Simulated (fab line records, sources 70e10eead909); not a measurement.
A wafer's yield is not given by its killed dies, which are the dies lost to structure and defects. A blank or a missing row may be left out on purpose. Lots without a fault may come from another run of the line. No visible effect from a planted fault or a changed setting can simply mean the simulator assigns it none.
What tool caused it? || flow nandHarc || Sampling: 13 lots, 39 wafers, 5 of 1159 route steps

== WHAT EACH GAUGE READ, for each wafer ==
NHARC_P_BONDPAD_THK_MEAS_33: measures by ellipsometry. Usual: 200.2 nm for thkNm, sd 1.4.
{"lot": "L718", "measured": "day 5 22:26", "on": "filmMetro-02", "thkNm (nm)": "198.9 200.7 200.7", "flag": ""}
{"lot": "L719", "measured": "day 6 17:50", "on": "filmMetro-01", "thkNm (nm)": "199.2 199.4 196.1", "flag": ""}
{"lot": "L722", "measured": "day 7 07:51", "on": "filmMetro-01", "thkNm (nm)": "201.4 199.9 201.8", "flag": ""}
{"lot": "L721", "measured": "day 7 08:40", "on": "filmMetro-01", "thkNm (nm)": "200.1 199.5 200.5", "flag": ""}
{"lot": "L724", "measured": "day 7 16:53", "on": "filmMetro-01", "thkNm (nm)": "200.4 201.2 199.1", "flag": ""}
{"lot": "L723", "measured": "day 7 18:05", "on": "filmMetro-01", "thkNm (nm)": "203.6 200.6 201.0", "flag": ""}
{"lot": "L726", "measured": "day 8 03:11", "on": "filmMetro-02", "thkNm (nm)": "201.8 199.4 203.0", "flag": ""}
{"lot": "L725", "measured": "day 8 06:37", "on": "filmMetro-02", "thkNm (nm)": "197.7 197.2 200.0", "flag": ""}
{"lot": "L727", "measured": "day 8 21:44", "on": "filmMetro-02", "thkNm (nm)": "201.4 200.6 197.6", "flag": ""}
{"lot": "L734", "measured": "day 10 16:13", "on": "filmMetro-01", "thkNm (nm)": "199.4 199.0 201.5", "flag": ""}
{"lot": "L737", "measured": "day 11 03:06", "on": "filmMetro-01", "thkNm (nm)": "200.5 200.6 198.3", "flag": ""}
{"lot": "L738", "measured": "day 11 08:48", "on": "filmMetro-01", "thkNm (nm)": "197.2 199.4 198.9", "flag": ""}
{"lot": "L739", "measured": "day 11 23:00", "on": "filmMetro-02", "thkNm (nm)": "203.4 201.1 201.5", "flag": ""}

NHARC_P_BONDPAD_CD_MEAS_09: target cd 500 nm. Usual: 501.0 nm for cdNm, sd 2.6.
{"lot": "L718", "measured": "day 5 22:59", "on": "cdSem-01", "cdNm (nm)": "501.4 500.4 501.5", "flag": ""}
{"lot": "L719", "measured": "day 6 18:25", "on": "cdSem-02", "cdNm (nm)": "501.6 506.1 503.1", "flag": ""}
{"lot": "L722", "measured": "day 7 08:17", "on": "cdSem-03", "cdNm (nm)": "505.9 506.6 503.2", "flag": ""}
{"lot": "L721", "measured": "day 7 09:14", "on": "cdSem-03", "cdNm (nm)": "500.9 498.7 503.4", "flag": ""}
{"lot": "L724", "measured": "day 7 17:28", "on": "cdSem-02", "cdNm (nm)": "499.9 501.5 499.9", "flag": ""}
{"lot": "L723", "measured": "day 7 18:40", "on": "cdSem-01", "cdNm (nm)": "499.4 503.4 499.2", "flag": ""}
{"lot": "L726", "measured": "day 8 03:46", "on": "cdSem-01", "cdNm (nm)": "503.6 503.2 500.3", "flag": ""}
{"lot": "L725", "measured": "day 8 07:11", "on": "cdSem-02", "cdNm (nm)": "498.0 503.8 501.3", "flag": ""}
{"lot": "L727", "measured": "day 8 22:19", "on": "cdSem-03", "cdNm (nm)": "502.9 501.9 497.8", "flag": ""}
{"lot": "L734", "measured": "day 10 16:48", "on": "cdSem-03", "cdNm (nm)": "498.8 504.0 499.0", "flag": ""}
{"lot": "L737", "measured": "day 11 03:32", "on": "cdSem-01", "cdNm (nm)": "503.2 499.9 504.2", "flag": ""}
{"lot": "L738", "measured": "day 11 09:14", "on": "cdSem-03", "cdNm (nm)": "501.0 495.6 500.6", "flag": ""}
{"lot": "L739", "measured": "day 11 23:26", "on": "cdSem-01", "cdNm (nm)": "503.4 495.7 501.8", "flag": ""}

NHARC_P_BONDPAD_INSPECT_23. Usual: 345 for rawDefectCount, sd 120.
{"lot": "L718", "measured": "day 6 01:46", "on": "defectInspect-01", "rawDefectCount": "464 595 342", "flag": ""}
{"lot": "L719", "measured": "day 6 21:10", "on": "defectInspect-01", "rawDefectCount": "772 359 333", "flag": ""}
{"lot": "L722", "measured": "day 7 11:15", "on": "defectInspect-01", "rawDefectCount": "246 240 204", "flag": ""}
{"lot": "L721", "measured": "day 7 12:08", "on": "defectInspect-01", "rawDefectCount": "302 422 291", "flag": ""}
{"lot": "L724", "measured": "day 7 20:14", "on": "defectInspect-01", "rawDefectCount": "302 358 292", "flag": ""}
{"lot": "L723", "measured": "day 7 21:26", "on": "defectInspect-01", "rawDefectCount": "199 222 354", "flag": ""}
{"lot": "L726", "measured": "day 8 06:41", "on": "defectInspect-02", "rawDefectCount": "376 379 297", "flag": ""}
{"lot": "L725", "measured": "day 8 09:57", "on": "defectInspect-01", "rawDefectCount": "419 189 345", "flag": ""}
{"lot": "L727", "measured": "day 9 01:11", "on": "defectInspect-01", "rawDefectCount": "404 329 450", "flag": ""}
{"lot": "L734", "measured": "day 10 19:41", "on": "defectInspect-01", "rawDefectCount": "566 390 801", "flag": ""}
{"lot": "L737", "measured": "day 11 06:44", "on": "defectInspect-01", "rawDefectCount": "248 245 310", "flag": ""}
{"lot": "L738", "measured": "day 11 12:11", "on": "defectInspect-02", "rawDefectCount": "295 251 369", "flag": ""}
{"lot": "L739", "measured": "day 12 02:14", "on": "defectInspect-01", "rawDefectCount": "443 688 263", "flag": ""}

NHARC_END_SORT_01. Usual: defectLimitedYield 95.3 %, standard deviation 1.6; killedAtArray 28, standard deviation 11; killedAtOther 0.5, standard deviation 0.87; killedAtPeriphery 2.9, standard deviation 2.2; killedDies 32, standard deviation 11; killedOpen 3.2, standard deviation 1.9; killedShort 1.8, standard deviation 1.4; sort_bin_2_pct 1.5 %, standard deviation 0.62; sort_bin_3_pct 0.22 %, standard deviation 0.18; sort_bin_4_pct 3.0 %, standard deviation 1.1; sortNPass 645, standard deviation 11; sortRimYieldPct 96.1 %, standard deviation 2.4; sortYieldPct 95.3 %, standard deviation 1.6.
{"lot": "L718", "measured": "day 18 21:36", "on": "prober-02", "defectLimitedYield (%)": "95.7 95.6 95.9", "killedAtArray": "25 28 26", "killedAtOther": "0 2 1", "killedAtPeriphery": "4 0 1", "killedDies": "29 30 28", "killedOpen": "7 1 2", "killedShort": "1 0 2", "sort_bin_2_pct (%)": "1.2 2.1 1.8", "sort_bin_3_pct (%)": "0.15 0.15 0.15", "sort_bin_4_pct (%)": "3.0 2.2 2.2", "sortNPass": "648 647 649", "sortRimYieldPct (%)": "95.3 93.4 99.1", "sortYieldPct (%)": "95.7 95.6 95.9", "flag": ""}
{"lot": "L719", "measured": "day 19 15:26", "on": "prober-01", "defectLimitedYield (%)": "95.0 97.0 96.0", "killedAtArray": "29 17 22", "killedAtOther": "2 0 0", "killedAtPeriphery": "3 3 5", "killedDies": "34 20 27", "killedOpen": "4 1 4", "killedShort": "5 1 3", "sort_bin_2_pct (%)": "1.3 1.3 1.3", "sort_bin_3_pct (%)": "0.15 0.15 0.15", "sort_bin_4_pct (%)": "3.5 1.5 2.5", "sortNPass": "643 657 650", "sortRimYieldPct (%)": "93.4 98.1 92.5", "sortYieldPct (%)": "95.0 97.0 96.0", "flag": ""}
{"lot": "L722", "measured": "day 20 00:14", "on": "prober-02", "defectLimitedYield (%)": "97.9 97.6 97.5", "killedAtArray": "11 11 13", "killedAtOther": "1 2 0", "killedAtPeriphery": "2 3 4", "killedDies": "14 16 17", "killedOpen": "2 0 4", "killedShort": "2 2 0", "sort_bin_2_pct (%)": "0.3 0.7 0.7", "sort_bin_3_pct (%)": "0.15 0 0", "sort_bin_4_pct (%)": "1.6 1.6 1.8", "sortNPass": "663 661 660", "sortRimYieldPct (%)": "97.2 95.3 96.2", "sortYieldPct (%)": "97.9 97.6 97.5", "flag": ""}
{"lot": "L721", "measured": "day 20 00:17", "on": "prober-01", "defectLimitedYield (%)": "96.3 96.0 96.8", "killedAtArray": "22 25 19", "killedAtOther": "0 0 0", "killedAtPeriphery": "3 2 3", "killedDies": "25 27 22", "killedOpen": "4 4 3", "killedShort": "0 1 0", "sort_bin_2_pct (%)": "1.0 0.9 1.0", "sort_bin_3_pct (%)": "0 0.15 0.15", "sort_bin_4_pct (%)": "2.7 3.0 2.1", "sortNPass": "652 650 655", "sortRimYieldPct (%)": "99.1 98.1 97.2", "sortYieldPct (%)": "96.3 96.0 96.8", "flag": ""}
{"lot": "L724", "measured": "day 21 03:29", "on": "prober-02", "defectLimitedYield (%)": "94.1 93.2 94.7", "killedAtArray": "34 38 30", "killedAtOther": "3 3 3", "killedAtPeriphery": "3 5 3", "killedDies": "40 46 36", "killedOpen": "5 6 5", "killedShort": "1 4 2", "sort_bin_2_pct (%)": "1.9 1.5 1.8", "sort_bin_3_pct (%)": "0.15 0.15 0.30", "sort_bin_4_pct (%)": "3.8 5.2 3.2", "sortNPass": "637 631 641", "sortRimYieldPct (%)": "93.4 93.4 97.2", "sortYieldPct (%)": "94.1 93.2 94.7", "flag": ""}
{"lot": "L723", "measured": "day 21 05:05", "on": "prober-01", "defectLimitedYield (%)": "96.6 96.9 95.3", "killedAtArray": "20 21 27", "killedAtOther": "0 0 0", "killedAtPeriphery": "3 0 5", "killedDies": "23 21 32", "killedOpen": "3 3 7", "killedShort": "3 2 4", "sort_bin_2_pct (%)": "0.6 0.6 1.6", "sort_bin_3_pct (%)": "0.30 0 0.44", "sort_bin_4_pct (%)": "2.5 2.5 2.7", "sortNPass": "654 656 645", "sortRimYieldPct (%)": "95.3 100.0 95.3", "sortYieldPct (%)": "96.6 96.9 95.3", "flag": ""}
{"lot": "L726", "measured": "day 20 20:20", "on": "prober-02", "defectLimitedYield (%)": "96.6 95.9 95.1", "killedAtArray": "22 24 33", "killedAtOther": "1 0 0", "killedAtPeriphery": "0 4 0", "killedDies": "23 28 33", "killedOpen": "0 8 3", "killedShort": "1 1 0", "sort_bin_2_pct (%)": "1.6 0.3 1.5", "sort_bin_3_pct (%)": "0 0.15 0.15", "sort_bin_4_pct (%)": "1.8 3.7 3.2", "sortNPass": "654 649 644", "sortRimYieldPct (%)": "94.3 91.5 100.0", "sortYieldPct (%)": "96.6 95.9 95.1", "flag": ""}
{"lot": "L725", "measured": "day 21 12:56", "on": "prober-01", "defectLimitedYield (%)": "94.1 95.9 94.8", "killedAtArray": "36 28 33", "killedAtOther": "1 0 0", "killedAtPeriphery": "3 0 2", "killedDies": "40 28 35", "killedOpen": "2 2 2", "killedShort": "0 2 1", "sort_bin_2_pct (%)": "2.2 1.0 2.1", "sort_bin_3_pct (%)": "0.15 0.15 0.30", "sort_bin_4_pct (%)": "3.5 3.0 2.8", "sortNPass": "637 649 642", "sortRimYieldPct (%)": "97.2 94.3 99.1", "sortYieldPct (%)": "94.1 95.9 94.8", "flag": ""}
{"lot": "L727", "measured": "day 22 06:53", "on": "prober-01", "defectLimitedYield (%)": "94.7 95.4 96.8", "killedAtArray": "27 20 20", "killedAtOther": "0 0 0", "killedAtPeriphery": "9 11 2", "killedDies": "36 31 22", "killedOpen": "4 6 2", "killedShort": "0 0 1", "sort_bin_2_pct (%)": "1.2 1.2 0.7", "sort_bin_3_pct (%)": "0.44 0.30 0", "sort_bin_4_pct (%)": "3.7 3.1 2.5", "sortNPass": "641 646 655", "sortRimYieldPct (%)": "90.6 96.2 98.1", "sortYieldPct (%)": "94.7 95.4 96.8", "flag": ""}
{"lot": "L734", "measured": "day 23 17:27", "on": "prober-02", "defectLimitedYield (%)": "93.4 92.8 93.9", "killedAtArray": "41 39 36", "killedAtOther": "1 2 1", "killedAtPeriphery": "3 8 4", "killedDies": "45 49 41", "killedOpen": "2 4 3", "killedShort": "5 2 0", "sort_bin_2_pct (%)": "2.4 2.8 2.1", "sort_bin_3_pct (%)": "0.44 0.30 0.15", "sort_bin_4_pct (%)": "3.8 4.1 3.8", "sortNPass": "632 628 636", "sortRimYieldPct (%)": "96.2 96.2 99.1", "sortYieldPct (%)": "93.4 92.8 93.9", "flag": ""}
{"lot": "L737", "measured": "day 23 22:45", "on": "prober-01", "defectLimitedYield (%)": "94.5 91.7 92.3", "killedAtArray": "37 53 52", "killedAtOther": "0 0 0", "killedAtPeriphery": "0 3 0", "killedDies": "37 56 52", "killedOpen": "1 1 5", "killedShort": "0 4 1", "sort_bin_2_pct (%)": "1.5 2.2 2.5", "sort_bin_3_pct (%)": "0.30 0.44 0.30", "sort_bin_4_pct (%)": "3.7 5.6 4.9", "sortNPass": "640 621 625", "sortRimYieldPct (%)": "99.1 89.6 94.3", "sortYieldPct (%)": "94.5 91.7 92.3", "flag": ""}
{"lot": "L738", "measured": "day 23 22:55", "on": "prober-02", "defectLimitedYield (%)": "95.4 96.3 95.3", "killedAtArray": "29 18 19", "killedAtOther": "0 0 0", "killedAtPeriphery": "2 7 13", "killedDies": "31 25 32", "killedOpen": "1 0 4", "killedShort": "1 2 1", "sort_bin_2_pct (%)": "1.0 0.7 1.5", "sort_bin_3_pct (%)": "0 0.15 0.15", "sort_bin_4_pct (%)": "3.5 2.8 3.1", "sortNPass": "646 652 645", "sortRimYieldPct (%)": "98.1 96.2 96.2", "sortYieldPct (%)": "95.4 96.3 95.3", "flag": ""}
{"lot": "L739", "measured": "day 24 19:07", "on": "prober-01", "defectLimitedYield (%)": "96.0 96.9 95.7", "killedAtArray": "23 18 24", "killedAtOther": "0 1 2", "killedAtPeriphery": "4 2 3", "killedDies": "27 21 29", "killedOpen": "8 4 5", "killedShort": "0 0 0", "sort_bin_2_pct (%)": "0.9 0.9 0.9", "sort_bin_3_pct (%)": "0.15 0.15 0.15", "sort_bin_4_pct (%)": "3.0 2.1 3.2", "sortNPass": "650 656 648", "sortRimYieldPct (%)": "98.1 95.3 97.2", "sortYieldPct (%)": "96.0 96.9 95.7", "flag": ""}

== WHICH TOOL RAN EACH LOT (tool, then ch and the chambers of the sampled wafers, then the start) ==
{"lot": "L718", "NHARC_P_BONDPAD_PVD_17": "pvdSputter-01, day 6 00:17"}
{"lot": "L719", "NHARC_P_BONDPAD_PVD_17": "pvdSputter-02, day 6 19:40"}
{"lot": "L722", "NHARC_P_BONDPAD_PVD_17": "pvdSputter-02, day 7 09:45"}
{"lot": "L721", "NHARC_P_BONDPAD_PVD_17": "pvdSputter-01, day 7 10:38"}
{"lot": "L724", "NHARC_P_BONDPAD_PVD_17": "pvdSputter-02, day 7 18:44"}
{"lot": "L723", "NHARC_P_BONDPAD_PVD_17": "pvdSputter-02, day 7 19:55"}
{"lot": "L726", "NHARC_P_BONDPAD_PVD_17": "pvdSputter-03, day 8 05:11"}
{"lot": "L725", "NHARC_P_BONDPAD_PVD_17": "pvdSputter-02, day 8 08:28"}
{"lot": "L727", "NHARC_P_BONDPAD_PVD_17": "pvdSputter-03, day 8 23:36"}
{"lot": "L734", "NHARC_P_BONDPAD_PVD_17": "pvdSputter-03, day 10 18:10"}
{"lot": "L737", "NHARC_P_BONDPAD_PVD_17": "pvdSputter-01, day 11 05:11"}
{"lot": "L738", "NHARC_P_BONDPAD_PVD_17": "pvdSputter-02, day 11 10:33"}
{"lot": "L739", "NHARC_P_BONDPAD_PVD_17": "pvdSputter-01, day 12 00:44"}
- NHARC_P_BONDPAD_PVD_17: deposits TaN, target thk 5 nm, time 8.06 s.

== WHAT THE TOOLS THEMSELVES READ (means of the sampled wafers that have a number; where no wafer has one, the mark that the record gives instead) ==
NHARC_P_BONDPAD_PVD_17. Usual: 30.0 % for throttleValvePct, sd 0.84.
{"lot": "L718", "tool": "pvdSputter-01", "throttleValvePct (%)": 30.7, "flag": ""}
{"lot": "L719", "tool": "pvdSputter-02", "throttleValvePct (%)": 29.7, "flag": ""}
{"lot": "L722", "tool": "pvdSputter-02", "throttleValvePct (%)": 29.7, "flag": ""}
{"lot": "L721", "tool": "pvdSputter-01", "throttleValvePct (%)": 30.7, "flag": ""}
{"lot": "L724", "tool": "pvdSputter-02", "throttleValvePct (%)": 29.5, "flag": ""}
{"lot": "L723", "tool": "pvdSputter-02", "throttleValvePct (%)": 29.4, "flag": ""}
{"lot": "L726", "tool": "pvdSputter-03", "throttleValvePct (%)": 29.8, "flag": ""}
{"lot": "L725", "tool": "pvdSputter-02", "throttleValvePct (%)": 29.6, "flag": ""}
{"lot": "L727", "tool": "pvdSputter-03", "throttleValvePct (%)": 30.3, "flag": ""}
{"lot": "L734", "tool": "pvdSputter-03", "throttleValvePct (%)": 29.5, "flag": ""}
{"lot": "L737", "tool": "pvdSputter-01", "throttleValvePct (%)": 30.6, "flag": ""}
{"lot": "L738", "tool": "pvdSputter-02", "throttleValvePct (%)": 30.1, "flag": ""}
{"lot": "L739", "tool": "pvdSputter-01", "throttleValvePct (%)": 30.5, "flag": ""}

== THE ANSWER, worked out from the rows above alone ==
Rule: take the mean of a lot's wafers that have a number; if it is more than 3 standard deviations from the usual mean, the lot is off. Also off: a lot with no number at a reading for which 4 or more lots have one. The other lots that the step has rows for count as sound. First the gauges in route order, then the tools' own readings, where a lot's mean is used as printed above. The first step at which some lot is off is used, and at that step the reading that is off furthest; a lot without a number counts as furthest.
No lot is off on any of the readings shown, so nothing can be concluded from this.

== WHAT THE SIMULATOR HAD PUT IN ==
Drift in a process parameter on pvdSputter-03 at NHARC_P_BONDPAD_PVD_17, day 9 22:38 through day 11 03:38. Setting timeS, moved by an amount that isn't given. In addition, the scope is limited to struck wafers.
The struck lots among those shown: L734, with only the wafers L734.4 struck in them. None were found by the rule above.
